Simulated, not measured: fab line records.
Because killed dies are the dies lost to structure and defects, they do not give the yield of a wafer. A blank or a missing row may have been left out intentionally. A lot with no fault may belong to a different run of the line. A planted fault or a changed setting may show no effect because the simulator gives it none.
Split-lot study    flow n5Finfet    7 lots, 21 wafers read, on a route of 1938 steps

== ON THE SPLIT ==
At N5_BEOL_M14_SPUTTER_43 (material TaN, target thk 15 nm, time 24.19 s), the setting powerW was moved away from the recipe's 15000 W on 7 of the 21 wafers read, by -6.7% to +13.7%. All remaining wafers had this setting at the recipe value.

The split's own step is where the reading is taken.

== THE READING ==
TaN_of_BEOL_M14_SPUTTER_43.thkNm (the simulator's own value, which no gauge read), in nm, at N5_BEOL_M14_SPUTTER_43 (material TaN, target thk 15 nm, time 24.19 s). No usual value for it is given in the file. Here, 14 wafers ran the recipe; their average is 15.1 nm with a standard deviation of 0.16 nm.

wafer   tool, chamber at the split  powerW as run, W  against the recipe  TaN_of_BEOL_M14_SPUTTER_43.thkNm, nm  against lot-mates on the recipe
L081.2  pvdSputter-01, -            13990             -6.7%               14.2                                  no lot-mate on the recipe
L081.3  pvdSputter-01, -            13990             -6.7%               14.2                                  no lot-mate on the recipe
L081.4  pvdSputter-01, -            13990             -6.7%               14                                    no lot-mate on the recipe
L082.1  pvdSputter-02, -            16740             +11.6%              16.6                                  +1.6
L082.4  pvdSputter-02, -            16740             +11.6%              17                                    +2.0
L082.5  pvdSputter-02, -            15000             recipe              15                                    -
L083.1  pvdSputter-02, -            15000             recipe              15.2                                  -
L083.4  pvdSputter-02, -            15000             recipe              15                                    -
L083.6  pvdSputter-02, -            15000             recipe              15                                    -
L089.2  pvdSputter-03, -            15000             recipe              14.8                                  -
L089.3  pvdSputter-03, -            15000             recipe              15.2                                  -
L089.6  pvdSputter-03, -            15000             recipe              15                                    -
L092.4  pvdSputter-03, -            15000             recipe              15.2                                  -
L092.5  pvdSputter-03, -            17060             +13.7%              17                                    +2.0
L092.6  pvdSputter-03, -            15000             recipe              14.8                                  -
L094.2  pvdSputter-03, -            15000             recipe              15                                    -
L094.4  pvdSputter-03, -            15000             recipe              15.2                                  -
L094.6  pvdSputter-03, -            15000             recipe              15.4                                  -
L093.1  pvdSputter-01, -            15000             recipe              15                                    -
L093.5  pvdSputter-01, -            15000             recipe              15                                    -
L093.3  pvdSputter-01, -            14140             -5.7%               14                                    -1.0

FIT RESULTS
A straight line over all 21 wafers: TaN_of_BEOL_M14_SPUTTER_43.thkNm changes by +0.147 nm for each +1% of powerW; r = +0.98; the points scatter about the line by 0.17 nm.
The same after taking each lot's own level away (the mean of its wafers on the recipe; 18 wafers): +0.153 nm for each +1%; r = +0.98; scatter 0.15 nm.
On that fit, the largest move of powerW shifts the reading by 2.1 nm.
Measured against the standard deviation above, the lots' own levels, which go from 15.00 to 15.20 nm, span 1.3 times it.
Hence the lot-to-lot level has little effect on the slope; both slopes agree.
Check: +2.16 nm against its lot-mates is what the line predicts for one of the wafers moved furthest among these (+13.7%) when that wafer is left out of the fit. Against them it came out at +2 nm.

== OTHER SPLITS APPLIED TO THESE WAFERS ==
Note: prior to the reading, these wafers also went through further splits. Each is held against what the fit with the lots' levels taken away leaves over:
other split on the same wafers    wafers away from the commonest value  r with TaN_of_BEOL_M14_SPUTTER_43.thkNm (lot level and that fit taken away)
N5_BEOL_M10_TRENCH_ETCH_37 timeS  5                                     -0.13
N5_BEOL_M11_CURE_72 timeS         6                                     +0.06
N5_BEOL_M11_ALD_74 aldCycles      6                                     +0.20
N5_BEOL_M13_ETCH_68 timeS         9                                     +0.28

== FILE'S OWN FIT ==
TaN_of_BEOL_M14_SPUTTER_43.thkNm changes by +0.152 nm for each +1% of powerW, r = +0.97.
